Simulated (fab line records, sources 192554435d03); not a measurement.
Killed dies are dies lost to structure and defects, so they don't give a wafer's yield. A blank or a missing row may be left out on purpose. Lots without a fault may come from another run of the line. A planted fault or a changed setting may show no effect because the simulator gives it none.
fab line records | flow n5_finfet
record lots=7 wafers=21
route steps=1938 shown MOL_CONTACT_COAG@523 BEOL_M0_SAQP@658 BEOL_M1@770 BEOL_M2@867
start_h: hours from the record's first day to the start of the lot's first wafer shown | wait_h: hours since the lot's step before | " the same as in the row above | L1.1+2: a row that stands for several wafers | - no value, or no start given | * or withheld: withheld | < > ~ a bound
route shown NAME@n: a module of which the file shows steps, and the number in the route of the first | usual: mean/standard deviation of fault-free wafers | same: alike in all rows | chamber/n: place in a boat | sites: the reading at each site | _std_site: their standard deviation | _edge_site: outer sites' mean less inner sites' | radius_mm: how far each site lies from the wafer's centre | mask NAME#n: copy n | behind: the tool/chamber that last shaped the wafer | hold: why the lot was held/for how many hours/how that ended | device: the transistor (n, p or np) that didn't switch | end of line: the same wafers' tests at the end of the route | a step without rows: its recipe alone | killed: dies lost to structure and defects at the first sort, not the wafer's yield | map: a wafer's dies, x killed, . not, _ none there
set.NAME: the setting as run; set.NAME@STEP: as run at that earlier step | model.NAME: the simulator's own value behind a step, which no gauge read
lots whose settings were changed on purpose; a table a step, a row a wafer
## steps
# step N5_MOL_CONTACT_COAG_EXPOSE_05
# recipe mask_id=CA na=0.33 source_shape=annular sigma_inner=0.4 sigma_outer=0.8 polarization=unpolarized defocus_nm=0 dose_mj=38.25
# columns lot.wafer tool chamber start_h wait_h mask set.dose_mj
L075.3 euv_scanner-01 0 94.78 - CA#0 39.63
L075.4+5 " 0 " " CA#0 38.25
L077.2 euv_scanner-02 0 108.93 - CA#0 38.25
L077.3+5 " 0 " " CA#0 40.16
L081.1+3 euv_scanner-02 0 129.73 - CA#0 38.25
L081.2 " 0 " " CA#0 39.45
L082.1+4+5 euv_scanner-02 0 137.76 - CA#0 38.25
L084.4 euv_scanner-01 0 146.48 - CA#0 38.25
L084.5+6 " 0 " " CA#0 35.78
L090.1+3+4 euv_scanner-01 0 183.95 - CA#0 38.25
L093.2+4 euv_scanner-01 0 202.98 - CA#0 36.54
L093.5 " 0 " " CA#0 38.25
# step N5_MOL_CONTACT_COAG_PEB_06
# recipe peb_temp_c=100 peb_time_s=60 resist=CAR-EUV
# step N5_MOL_CONTACT_COAG_DEVELOP_07
# recipe develop_time_s=30 developer=TMAH resist=CAR-EUV rinse_liquid=surfactant_rinse dry=air_spin dev_temp_c=23
# step N5_MOL_CONTACT_COAG_CD_MEAS_08
# recipe target_cd_nm=28 landing_energy_ev=500 detector=se_inlens polarity=opening
# usual cd_nm=27.87/0.25
# columns lot.wafer tool chamber start_h wait_h set.dose_mj@MOL_CONTACT_COAG_EXPOSE_05 cd_nm
L075.3 cd_sem-01 0 94.90 - 39.63 28.53
L075.4 " 0 " " 38.25 27.58
L075.5 " 0 " " 38.25 28.07
L077.2 cd_sem-01 0 109.05 - 38.25 27.73
L077.3 " 0 " " 40.16 29.11
L077.5 " 0 " " 40.16 28.88
L081.1 cd_sem-02 0 129.86 - 38.25 28.21
L081.2 " 0 " " 39.45 28.41
L081.3 " 0 " " 38.25 27.81
L082.1 cd_sem-03 0 137.89 - 38.25 27.63
L082.4 " 0 " " 38.25 28.12
L082.5 " 0 " " 38.25 28.01
L084.4 cd_sem-01 0 146.59 - 38.25 28.29
L084.5 " 0 " " 35.78 26.21
L084.6 " 0 " " 35.78 26.89
L090.1 cd_sem-02 0 184.08 - 38.25 28.01
L090.3 " 0 " " 38.25 27.75
L090.4 " 0 " " 38.25 27.90
L093.2 cd_sem-01 0 203.10 - 36.54 26.28
L093.4 " 0 " " 36.54 26.56
L093.5 " 0 " " 38.25 27.95
# step N5_MOL_CONTACT_COAG_DESCUM_13
# recipe chemistry=O2 time_s=7 source_power_w=50 bias_power_w=20 pressure_mtorr=20 rf_frequency_hz=2.712e+07 temp_c=40 resist=CAR-EUV o2_flow_sccm=225
# step N5_MOL_CONTACT_COAG_ETCH_59
# recipe chemistry=N2/H2 target=underlayer target_depth_a=130 mask_material=CAR-EUV time_s=10.4 ion_energy_ev=200 pressure_mtorr=30 source_w=840 bias_w=150 n2_flow_sccm=200 h2_flow_sccm=200 ends=cleared
# columns lot.wafer tool chamber start_h wait_h set.dose_mj@MOL_CONTACT_COAG_EXPOSE_05 model.MOL_CONTACT_COAG.cd_offset_nm
L075.3 rie_diel-05 2 95.05 0.0 39.63 1
L075.4 " 2 " " 38.25 -0.2
L075.5 " 3 " " 38.25 0
L077.2 rie_diel-05 2 109.21 0.0 38.25 0.2
L077.3+5 " 0,1 " " 40.16 1
L081.1 rie_diel-01 1 130.02 0.0 38.25 0
L081.2 " 0 " " 39.45 0.6
L081.3 " 3 " " 38.25 -0.2
L082.1+4 rie_diel-03 2,3 138.11 0.0 38.25 0
L082.5 " 2 " " 38.25 0.2
L084.4 rie_diel-03 1 146.75 0.0 38.25 0.4
L084.5 " 1 " " 35.78 -1.4
L084.6 " 0 " " 35.78 -1.2
L090.1+4 rie_diel-05 0,2 184.24 0.0 38.25 0.2
L090.3 " 1 " " 38.25 0
L093.2 rie_diel-03 1 203.26 0.0 36.54 -1.2
L093.4 " 0 " " 36.54 -1
L093.5 " 1 " " 38.25 0
# step N5_MOL_CONTACT_COAG_ETCH_105
# recipe chemistry=CF4 target=SiARC target_depth_a=156 mask_material=CAR-EUV time_s=26 ion_energy_ev=80 pressure_mtorr=40 source_w=545 bias_w=36 Ar_flow_sccm=100 cf4_flow_sccm=100 ends=cleared
# columns lot.wafer tool chamber start_h wait_h set.dose_mj@MOL_CONTACT_COAG_EXPOSE_05 model.MOL_CONTACT_COAG.cd_offset_nm
L075.3 rie_diel-05 2 95.07 0.0 39.63 0.8
L075.4 " 2 " " 38.25 -0.2
L075.5 " 3 " " 38.25 0
L077.2 rie_diel-05 2 109.23 0.0 38.25 0.2
L077.3 " 0 " " 40.16 1.2
L077.5 " 1 " " 40.16 1
L081.1+3 rie_diel-01 1,3 130.04 0.0 38.25 -0.2
L081.2 " 0 " " 39.45 0.6
L082.1 rie_diel-03 2 138.13 0.0 38.25 -0.2
L082.4+5 " 3,2 " " 38.25 0
L084.4 rie_diel-03 1 146.77 0.0 38.25 0.4
L084.5 " 1 " " 35.78 -1.6
L084.6 " 0 " " 35.78 -1.2
L090.1 rie_diel-05 0 184.26 0.0 38.25 0.2
L090.3 " 1 " " 38.25 0
L090.4 " 2 " " 38.25 0.4
L093.2+4 rie_diel-03 1,0 203.28 0.0 36.54 -1.2
L093.5 " 1 " " 38.25 0
# step N5_MOL_CONTACT_COAG_ETCH_106
# recipe chemistry=N2/H2 target=SOC target_depth_a=800 overetch_a=160 mask_material=SiARC temp_c=40 time_s=120 ion_energy_ev=200 pressure_mtorr=30 source_w=840 bias_w=150 n2_flow_sccm=200 h2_flow_sccm=200
# step N5_MOL_CONTACT_COAG_STRIP_107
# recipe chemistry=N2/H2 temp_c=40 n2_flow_sccm=200 h2_flow_sccm=200 rf_frequency_hz=6e+07
# step N5_MOL_CONTACT_COAG_STRIP_108
# recipe chemistry=N2/H2 temp_c=40 n2_flow_sccm=200 h2_flow_sccm=200 rf_frequency_hz=6e+07
# step N5_MOL_CONTACT_COAG_CONTACT_ETCH_14
# recipe chemistry=C4F6/O2 target=SiO2 target_depth_a=275 overetch_a=85 mask_material=SOC pressure_mtorr=30 source_w=370 bias_w=185 Ar_flow_sccm=300 C4F6_flow_sccm=16 O2_flow_sccm=10 time_s=20 ion_energy_ev=259.6
# columns lot.wafer tool chamber start_h wait_h set.dose_mj@MOL_CONTACT_COAG_EXPOSE_05 model.MOL_CONTACT_COAG.cd_offset_nm
L075.3 rie_diel-05 2 95.20 0.0 39.63 1.2
L075.4+5 " 2,3 " " 38.25 0
L077.2 rie_diel-05 2 109.36 0.0 38.25 0.2
L077.3+5 " 0,1 " " 40.16 1.2
L081.1 rie_diel-01 1 130.17 0.0 38.25 0
L081.2 " 0 " " 39.45 1
L081.3 " 3 " " 38.25 -0.2
L082.1 rie_diel-03 2 138.26 0.0 38.25 0
L082.4+5 " 3,2 " " 38.25 0.2
L084.4 rie_diel-03 1 146.90 0.0 38.25 0
L084.5 " 1 " " 35.78 -2
L084.6 " 0 " " 35.78 -1.2
L090.1 rie_diel-05 0 184.39 0.0 38.25 -0.2
L090.3+4 " 1,2 " " 38.25 0.2
L093.2+4 rie_diel-03 1,0 203.41 0.0 36.54 -1.2
L093.5 " 1 " " 38.25 0
# step N5_MOL_CONTACT_COAG_CVD_140
# recipe material=W target_thk_a=665 mode=selective_fill temp_c=300 time_s=215
# columns lot.wafer tool chamber start_h wait_h set.target_thk_a model.W_of_MOL_CONTACT_COAG_CVD_140.thk_nm
L075.3 cvd_w-02 0 105.69 0.1 665 67.2
L075.4 " 1 " " 603 63
L075.5 " 1 " " 665 69.2
L077.2+5 cvd_w-02 1 121.23 0.2 600.7 62.8
L077.3 " 1 " " 600.7 62.4
L081.1 cvd_w-01 0 144.48 0.1 665 66.6
L081.2 " 1 " " 705.1 71.2
L081.3 " 1 " " 705.1 71
L082.1+4 cvd_w-01 0 151.26 0.1 591.9 59.8
L082.5 " 1 " " 591.9 59.6
L084.4 cvd_w-02 0 157.06 0.1 665 66.6
L084.5 " 0 " " 592.7 59.8
L084.6 " 1 " " 592.7 60.8
L090.1+3 cvd_w-02 1 196.75 0.1 665 67.4
L090.4 " 1 " " 665 67
L093.2 cvd_w-01 0 215.33 0.1 665 65.4
L093.4 " 1 " " 575.4 56.6
L093.5 " 0 " " 575.4 56.2
# step N5_MOL_CONTACT_COAG_PRECLEAN_127
# recipe chemistry=DIW time_s=57.5 temp_c=23
# step N5_MOL_CONTACT_COAG_SRD_128
# recipe dry_time_s=32 dry=n2_spin spin_rpm=1500
# step N5_MOL_CONTACT_COAG_CMP_52
# recipe stop_on=SiO2 t_overpolish_s=1.5 post_cmp_clean=w_dilute_nh4oh down_force_psi=4 platen_rpm=50.289 pad_velocity_m_s=1.0006 target_thk_nm=66.5
# columns lot.wafer tool chamber start_h wait_h set.target_thk_a@MOL_CONTACT_COAG_CVD_140 model.W_of_MOL_CONTACT_COAG_CVD_140.thk_nm
L075.4 cmp-02 3 105.97 0.1 603 63
L075.3 " 0 " " 665 67.2
L075.5 " 2 " " 665 69.2
L077.2+5 cmp-02 1,0 121.75 0.1 600.7 62.8
L077.3 " 2 " " 600.7 62.4
L081.2 cmp-02 2 144.80 0.0 705.1 67
L081.1 " 0 " " 665 66.6
L081.3 " 1 " " 705.1 64.6
L082.1+4 cmp-04 0,1 151.66 0.1 591.9 59.8
L082.5 " 2 " " 591.9 59.6
L084.4 cmp-03 1 157.45 0.2 665 66.6
L084.6 " 3 " " 592.7 60.8
L084.5 " 0 " " 592.7 59.8
L090.1+3 cmp-03 2,3 197.31 0.0 665 67.4
L090.4 " 0 " " 665 67
L093.4 cmp-03 0 215.73 0.1 575.4 56.6
L093.2 " 1 " " 665 65.4
L093.5 " 3 " " 575.4 56.2
# step N5_BEOL_M0_SAQP_MANDREL_ETCH_20
# recipe target_depth_a=600 chemistry=HBr/Cl2 target=a-Si stop_on=SiNx bt_time_s=10 mask_material=SOC over_etch_frac=0.5 time_s=30 pressure_mtorr=10 icp_w=800 bias_w=75 HBr_flow_sccm=150 Cl2_flow_sccm=80 ends=end_point
# columns lot.wafer tool chamber start_h wait_h set.bias_w model.SOC_of_BEOL_M0_SAQP_COAT_81.thk_nm
L075.3 rie_si-06 2 111.99 0.0 67.29 76.6
L075.4 " 3 " " 75 74.8
L075.5 " 3 " " 75 75
L077.2+3 rie_si-06 3,2 127.19 0.0 75 75.6
L077.5 " 1 " " 79.04 75.4
L081.1 rie_si-01 1 150.21 0.0 62.16 77.6
L081.2+3 " 3,0 " " 75 76
L082.1 rie_si-01 2 156.89 0.0 85.03 75.2
L082.4 " 0 " " 75 76.2
L082.5 " 0 " " 85.03 75.4
L084.4 rie_si-02 2 164.24 0.0 75 75.4
L084.5 " 3 " " 80.63 74.4
L084.6 " 2 " " 75 75.2
L090.1 rie_si-02 2 204.70 0.0 75 76
L090.3+4 " 0,1 " " 75 75.8
L093.2 rie_si-01 0 222.33 0.0 75 76.4
L093.4 " 2 " " 75 76
L093.5 " 1 " " 75 75.8
# step N5_BEOL_M0_SAQP_SPACER1_ALD_98
# recipe material=SiO2 target_thk_a=128 temp_c=300 ald_precursor_family=BDEAS ald_co_reactant=O2-plasma pulse_time_s=1 purge_time_s=2 co_reactant_purge_time_s=2 ald_cycles=138 pressure_torr=2
# columns lot.wafer tool chamber start_h wait_h set.ald_cycles model.SiO2_of_BEOL_M0_SAQP_SPACER1_ALD_98.thk_nm
L075.3 ald_sin-02 1 112.60 0.1 116 10.8
L075.4+5 " 3,1 " " 138 12.8
L077.2+3+5 ald_sin-02 0,1,2 127.82 0.3 138 12.8
L081.1+2 ald_sin-01 0,3 150.86 0.3 138 12.8
L081.3 " 2 " " 146 13.6
L082.1 ald_sin-02 1 157.60 0.3 159 14.6
L082.4 " 3 " " 159 14.8
L082.5 " 2 " " 138 12.8
L084.4+5 ald_sin-04 1,3 165.42 0.7 154 14.2
L084.6 " 0 " " 138 12.8
L090.1+3+4 ald_sin-02 0,1,2 205.48 0.4 138 12.8
L093.2+4+5 ald_sin-01 2,0,2 222.94 0.3 159 14.8
# step N5_BEOL_M0_SAQP_SPACER1_ETCHBACK_99
# recipe chemistry=CHF3/O2 mode=anisotropic_etchback target=SiO2 target_depth_a=154 time_s=7.7 pressure_mtorr=30 source_w=650 bias_w=170 Ar_flow_sccm=200 CHF3_flow_sccm=50 O2_flow_sccm=5 ion_energy_ev=200
# step N5_BEOL_M0_SAQP_MANDREL1_REMOVE_100
# recipe chemistry=HBr/Cl2/O2 bt_time_s=10 target=a-Si stop_on=SiNx endpoint=OES-SiCl over_etch_frac=0.85 icp_w=600 bias_w=30 HBr_flow_sccm=150 Cl2_flow_sccm=80 O2_flow_sccm=5 pressure_mtorr=10
# columns lot.wafer tool chamber start_h wait_h set.ald_cycles@BEOL_M0_SAQP_SPACER1_ALD_98 model.BEOL_M0_SAQP.cd_nm model.SiO2_of_BEOL_M0_SAQP_SPACER1_ALD_98.thk_nm
L075.3 rie_si-02 0 113.16 0.1 116 10.6 5.4
L075.4+5 " 3,1 " " 138 12.8 7.4
L077.2+3 rie_si-01 1,2 128.40 0.1 138 12.8 7.4
L077.5 " 3 " " 138 13 7.4
L081.1+2 rie_si-01 1,2 151.44 0.1 138 12.8 7.4
L081.3 " 3 " " 146 13.8 8.2
L082.1 rie_si-02 3 158.16 0.1 159 14.6 9.4
L082.4 " 0 " " 159 14.8 9.4
L082.5 " 0 " " 138 12.8 7.4
L084.4 rie_si-06 2 166.10 0.1 154 14.4 8.8
L084.5 " 2 " " 154 14.4 9
L084.6 " 1 " " 138 12.8 7.4
L090.1+3+4 rie_si-02 3,2,1 206.04 0.1 138 12.8 7.4
L093.2+4+5 rie_si-02 2,1,2 223.51 0.1 159 14.8 9.4
# step N5_BEOL_M0_SAQP_CD_MEAS_25
# recipe target_cd_nm=13.1 landing_energy_ev=1000 detector=se_inlens
# usual cd_nm=12.88/0.24
# columns lot.wafer tool chamber start_h wait_h set.ald_cycles@BEOL_M0_SAQP_SPACER1_ALD_98 cd_nm
L075.3 cd_sem-01 0 113.28 0.1 116 10.37
L075.4 " 0 " " 138 12.77
L075.5 " 0 " " 138 12.47
L077.2 cd_sem-02 0 128.51 0.1 138 12.91
L077.3 " 0 " " 138 12.99
L077.5 " 0 " " 138 12.85
L081.1 cd_sem-03 0 151.55 0.1 138 12.52
L081.2 " 0 " " 138 13.21
L081.3 " 0 " " 146 13.38
L082.1 cd_sem-02 0 158.27 0.1 159 14.57
L082.4 " 0 " " 159 14.88
L082.5 " 0 " " 138 12.83
L084.4 cd_sem-02 0 166.23 0.1 154 14.33
L084.5 " 0 " " 154 14.12
L084.6 " 0 " " 138 12.81
L090.1 cd_sem-01 0 206.15 0.1 138 13.02
L090.3 " 0 " " 138 12.79
L090.4 " 0 " " 138 12.74
L093.2 cd_sem-02 0 223.62 0.1 159 14.64
L093.4 " 0 " " 159 14.84
L093.5 " 0 " " 159 14.67
# step N5_BEOL_M1_ETCH_64
# recipe chemistry=N2/H2 target=SOC target_depth_a=750 overetch_a=150 mask_material=SiARC temp_c=40 time_s=112.5 ion_energy_ev=200 pressure_mtorr=30 source_w=840 bias_w=150 n2_flow_sccm=200 h2_flow_sccm=200
# usual rf_vpp_V=523.9/2.5
# columns lot.wafer tool chamber start_h wait_h set.source_w rf_vpp_V
L075.3 rie_diel-06 0 126.32 0.0 719.2 554.4
L075.4 " 3 " " 840 520.7
L075.5 " 1 " " 719.2 553.8
L077.2 rie_diel-04 1 142.02 0.0 840 526.9
L077.3 " 0 " " 840 526.9
L077.5 " 0 " " 840 526.7
L081.1 rie_diel-04 0 164.03 0.0 979.5 500.0
L081.2 " 2 " " 979.5 499.7
L081.3 " 1 " " 840 525.6
L082.1 rie_diel-06 0 169.65 0.0 840 525.7
L082.4 " 2 " " 840 522.9
L082.5 " 1 " " 840 525.3
L084.4 rie_diel-06 0 185.63 0.0 840 527.2
L084.5 " 3 " " 909.2 507.1
L084.6 " 2 " " 909.2 509.8
L090.1 rie_diel-04 0 218.46 0.0 840 526.4
L090.3 " 1 " " 840 525.3
L090.4 " 2 " " 840 525.4
L093.2 rie_diel-02 1 235.08 0.0 840 525.9
L093.4 " 0 " " 840 526.8
L093.5 " 2 " " 840 519.3
# step N5_BEOL_M2_COAT_67
# recipe resist=SOC temp_c=250 time_s=60 spin_rpm=1500 resist_thk_nm=60
# columns lot.wafer tool chamber start_h wait_h set.spin_rpm model.SOC_of_BEOL_M2_COAT_67.thk_nm
L075.3+4 litho_track-04 0 134.17 0.0 1500 59.8
L075.5 " 0 " " 1500 59.6
L077.2 litho_track-04 0 154.21 0.0 1500 60.2
L077.3 " 0 " " 1500 60
L077.5 " 0 " " 1646 57.4
L081.1 litho_track-04 0 175.37 0.0 1500 59.6
L081.2+3 " 0 " " 1500 59.8
L082.1 litho_track-02 0 194.20 0.0 1500 60
L082.4 " 0 " " 1336 63.8
L082.5 " 0 " " 1336 63.6
L084.4 litho_track-02 0 195.51 0.0 1383 62.6
L084.5 " 0 " " 1383 62.8
L084.6 " 0 " " 1500 60.2
L090.1+3+4 litho_track-02 0 226.97 0.0 1500 60
L093.2+4 litho_track-02 0 245.95 0.0 1500 60
L093.5 " 0 " " 1500 60.2
## key
split step=N5_MOL_CONTACT_COAG_EXPOSE_05 setting=dose_mj stated=38.25 by=wafer
response step=N5_MOL_CONTACT_COAG_CD_MEAS_08 reading=cd_nm change=+0.257 per=1% r=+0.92
response step=N5_MOL_CONTACT_COAG_ETCH_59 reading=model.MOL_CONTACT_COAG.cd_offset_nm change=+0.238 per=1% r=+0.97
response step=N5_MOL_CONTACT_COAG_ETCH_105 reading=model.MOL_CONTACT_COAG.cd_offset_nm change=+0.249 per=1% r=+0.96
response step=N5_MOL_CONTACT_COAG_CONTACT_ETCH_14 reading=model.MOL_CONTACT_COAG.cd_offset_nm change=+0.26 per=1% r=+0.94
split step=N5_MOL_CONTACT_COAG_CVD_140 setting=target_thk_a stated=665 by=wafer
response step=N5_MOL_CONTACT_COAG_CVD_140 reading=model.W_of_MOL_CONTACT_COAG_CVD_140.thk_nm change=+0.627 per=1% r=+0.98
response step=N5_MOL_CONTACT_COAG_CMP_52 reading=model.W_of_MOL_CONTACT_COAG_CVD_140.thk_nm change=+0.552 per=1% r=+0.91
split step=N5_BEOL_M0_SAQP_MANDREL_ETCH_20 setting=bias_w stated=75 by=wafer
response step=N5_BEOL_M0_SAQP_MANDREL_ETCH_20 reading=model.SOC_of_BEOL_M0_SAQP_COAT_81.thk_nm change=-0.0976 per=1% r=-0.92
split step=N5_BEOL_M0_SAQP_SPACER1_ALD_98 setting=ald_cycles stated=138 by=wafer
response step=N5_BEOL_M0_SAQP_SPACER1_ALD_98 reading=model.SiO2_of_BEOL_M0_SAQP_SPACER1_ALD_98.thk_nm change=+0.125 per=1% r=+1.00
response step=N5_BEOL_M0_SAQP_MANDREL1_REMOVE_100 reading=model.BEOL_M0_SAQP.cd_nm change=+0.135 per=1% r=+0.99
response step=N5_BEOL_M0_SAQP_MANDREL1_REMOVE_100 reading=model.SiO2_of_BEOL_M0_SAQP_SPACER1_ALD_98.thk_nm change=+0.129 per=1% r=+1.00
response step=N5_BEOL_M0_SAQP_CD_MEAS_25 reading=cd_nm change=+0.128 per=1% r=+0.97
split step=N5_BEOL_M1_ETCH_64 setting=source_w stated=840 by=wafer
response step=N5_BEOL_M1_ETCH_64 reading=rf_vpp_V change=-1.93 per=1% r=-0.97
split step=N5_BEOL_M2_COAT_67 setting=spin_rpm stated=1500 by=wafer
response step=N5_BEOL_M2_COAT_67 reading=model.SOC_of_BEOL_M2_COAT_67.thk_nm change=-0.313 per=1% r=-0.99
